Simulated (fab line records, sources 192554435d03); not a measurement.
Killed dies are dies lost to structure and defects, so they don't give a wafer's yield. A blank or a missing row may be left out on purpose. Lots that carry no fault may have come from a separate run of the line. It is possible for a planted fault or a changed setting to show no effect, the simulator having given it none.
Matching of chambers | flow n5 finfet | N5_BEOL_M5_STRIP_36 on rie diel-05: 4 sister chambers
The step strips in N2/H2. 14 wafers are shown with their chamber, then 7 later ones without.

== WAFERS PAIRED WITH THEIR CHAMBERS ==
wafer  | chamber | drypump motor current A (A) | showerhead plenum p Torr (Torr) | throttle valve pct (%)
L074.2 | 1       | 5.6                         | 2.44                            | 23.5
L074.3 | 2       | 6.5                         | 2.49                            | 23.4
L074.6 | 3       | 6.3                         | 2.45                            | 23.7
L076.1 | 2       | 6.5                         | 2.49                            | 23.4
L076.4 | 1       | 5.6                         | 2.44                            | 23.5
L076.6 | 3       | 6.4                         | 2.45                            | 23.7
L075.2 | 0       | 5.4                         | 2.62                            | 24.0
L075.5 | 0       | 5.4                         | 2.62                            | 23.9
L075.6 | 1       | 5.6                         | 2.44                            | 23.5
L086.1 | 2       | 6.5                         | 2.48                            | 23.4
L086.2 | 3       | 6.3                         | 2.44                            | 23.7
L086.5 | 3       | 6.4                         | 2.44                            | 23.8
L091.1 | 2       | 6.5                         | 2.47                            | 23.4
L091.3 | 3       | 6.4                         | 2.44                            | 23.7

SIGNATURES (averages over the wafers above)
reading                  | chamber 0 | chamber 1 | chamber 2 | chamber 3 | scatter within a chamber
drypump motor current A  | 5.400     | 5.600     | 6.500     | 6.360     | 0.0346
showerhead plenum p Torr | 2.6200    | 2.4400    | 2.4825    | 2.4440    | 0.00628
throttle valve pct       | 23.950    | 23.500    | 23.400    | 23.720    | 0.0361
Rule: for each reading, subtract the chamber's mean from the wafer's reading, divide by that reading's scatter and square the result; add these up over the readings and take the root, which gives the wafer's distance from the chamber. The wafer belongs to the nearest chamber; if the next one is less than 2 further off, it can't be placed. The scatter is the square root of a quotient: the sum, over the shown wafers, of each reading's squared deviation from its chamber's mean, divided by wafers minus chambers.

== WAFERS MISSING THEIR CHAMBER ==
wafer  | drypump motor current A (A) | showerhead plenum p Torr (Torr) | throttle valve pct (%)
L091.4 | 5.4                         | 2.61                            | 23.9
L093.2 | 5.5                         | 2.61                            | 24.0
L093.5 | 6.5                         | 2.47                            | 23.4
L093.6 | 6.3                         | 2.44                            | 23.7
L094.1 | 6.4                         | 2.44                            | 23.8
L094.4 | 5.6                         | 2.42                            | 23.6
L094.6 | 5.6                         | 2.43                            | 23.5

== THE CHAMBER EACH PASSED THROUGH ==
wafer  | from the rows above | in truth
L091.4 | 0                   | 0
L093.2 | 0                   | 0
L093.5 | 2                   | 2
L093.6 | 3                   | 3
L094.1 | 3                   | 3
L094.4 | 1                   | 1
L094.6 | 1                   | 1
Correct placement for 7 of the 7. Can't be placed from these rows: 0. Number placed wrongly: 0.
